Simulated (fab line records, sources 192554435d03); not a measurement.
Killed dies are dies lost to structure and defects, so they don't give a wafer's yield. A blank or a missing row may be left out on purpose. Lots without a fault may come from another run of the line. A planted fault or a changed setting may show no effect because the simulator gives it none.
A struck lot beside a sound one | flow n5_finfet | 15 steps out of a route of 1938
Sound: wafers L693.3, L693.4, L693.6. Struck: wafer L712.5. (L712.2, L712.4 of the same lot were not struck and are left out.) The cause comes at the end.
At each step with rows: each side's tool, then ch and its chambers, then its first start. Under that, the readings that differ: sound wafers | struck wafers | difference of the means | sigmas: that difference in standard deviations of wafers without a fault.
alike: readings whose means differ by less than 2 such deviations, and words and numbers that are the same on both sides. not compared: withheld readings, readings that some wafer has no value for, bounds like >300 that may hide the same value, and numbers for which the record gives no deviation and whose values overlap.
The two part at a step that has a row with sigmas, a row that says differs or no value, or rows on one side only. Numbers that don't overlap but have no deviation are shown without sigmas and don't part them. A reading that every wafer of one side lacks parts them only if that side has two wafers or more.

first, 5 steps without rows for these wafers: N5_PASSIVATION_SOFTBAKE_05 (time 90 s); N5_PASSIVATION_EXPOSE_07 (exposes mask TV, defocus 0 nm, target cd 3000 nm); N5_PASSIVATION_PEB_08; N5_PASSIVATION_DEVELOP_09 (develop time 60 s); N5_PASSIVATION_HARDBAKE_11 (time 120 s).
N5_PASSIVATION_CD_MEAS_10: target cd 3000 nm.
  sound on cd_sem-02 ch 0, day 12 06:33; struck on cd_sem-03 ch 0, day 17 06:14
  alike: cd_nm
N5_PASSIVATION_OVL_MEAS_60:
  sound on overlay-02 ch 0, day 12 06:35; struck on overlay-02 ch 0, day 17 06:16
  alike: TV_OVL
N5_PASSIVATION_INSPECT_61: inspects for defects (macro).
  sound on defect_inspect-01, day 12 06:37; struck on defect_inspect-01, day 17 06:17
  alike: raw_defect_count
N5_PASSIVATION_DESCUM_12: chemistry O2, time 7.9 s.
  sound on rie_diel-05 ch 0,2,3, day 12 06:42; struck on rie_diel-01 ch 2, day 17 06:41
  alike: drypump_motor_current_A, oes_product_au, rf_vpp_V, showerhead_plenum_p_Torr, throttle_valve_pct
  not compared: rf_hours_counter_h
N5_PASSIVATION_PASS_ETCH_74: etches SiNx in CF4/O2, target depth 220 nm, time 110 s.
  sound on rie_diel-05 ch 0,2,3, day 12 06:46; struck on rie_diel-01 ch 2, day 17 06:45
  alike: drypump_motor_current_A, oes_product_au, rf_vpp_V, showerhead_plenum_p_Torr, throttle_valve_pct
  not compared: rf_hours_counter_h
N5_PASSIVATION_VIA_ETCH_13: etches SiO2 in CHF3/O2, target depth 660 nm, time 330 s.
  sound on rie_diel-05 ch 0,2,3, day 12 06:52; struck on rie_diel-01 ch 2, day 17 06:50
  alike: drypump_motor_current_A, etch_rf_on_time_s, oes_product_au, rf_vpp_V, showerhead_plenum_p_Torr, throttle_valve_pct
  not compared: rf_hours_counter_h
N5_PASSIVATION_STRIP_14: strips in O2.
  sound on rie_diel-05 ch 0,2,3, day 12 07:04; struck on rie_diel-01 ch 2, day 17 07:02
  alike: drypump_motor_current_A, oes_product_au, rf_vpp_V, showerhead_plenum_p_Torr, throttle_valve_pct
  not compared: rf_hours_counter_h
N5_PASSIVATION_ETCH_15: etches SiCN in CF4/N2, target depth 75 nm, time 81.2 s.
  sound on rie_diel-05 ch 0,2,3, day 12 07:06; struck on rie_diel-01 ch 2, day 17 07:05
  reading                  | sound             | struck | difference | sigmas
  model.etch.depth_nm (nm) | 61.87 65.46 64.19 | 56.94  | -6.90      |
  alike: drypump_motor_current_A, oes_product_au, rf_vpp_V, showerhead_plenum_p_Torr, throttle_valve_pct
  not compared: rf_hours_counter_h
then, 1 step without rows for these wafers: N5_PASSIVATION_STRIP_73 (strips in post etch residue remover, time 60 s).
N5_PASSIVATION_PROBE_49:
  sound on prober-01, day 12 13:35; struck on prober-01, day 17 14:20
  reading             | sound    | struck | difference | sigmas
  killed_at_front_end | 33 25 33 | 58     | +28        | +2
  alike: defect_limited_yield, killed_at_M0_to_M3, killed_at_M4_up, killed_at_contacts, killed_at_other, killed_dies, killed_open, killed_short, sort_bin_5_function, sort_bin_6_memory, sort_n_pass, sort_yield_pct

WHERE THEY PART
Only at N5_PASSIVATION_PROBE_49, within this record.

WHY: what the simulator had put in
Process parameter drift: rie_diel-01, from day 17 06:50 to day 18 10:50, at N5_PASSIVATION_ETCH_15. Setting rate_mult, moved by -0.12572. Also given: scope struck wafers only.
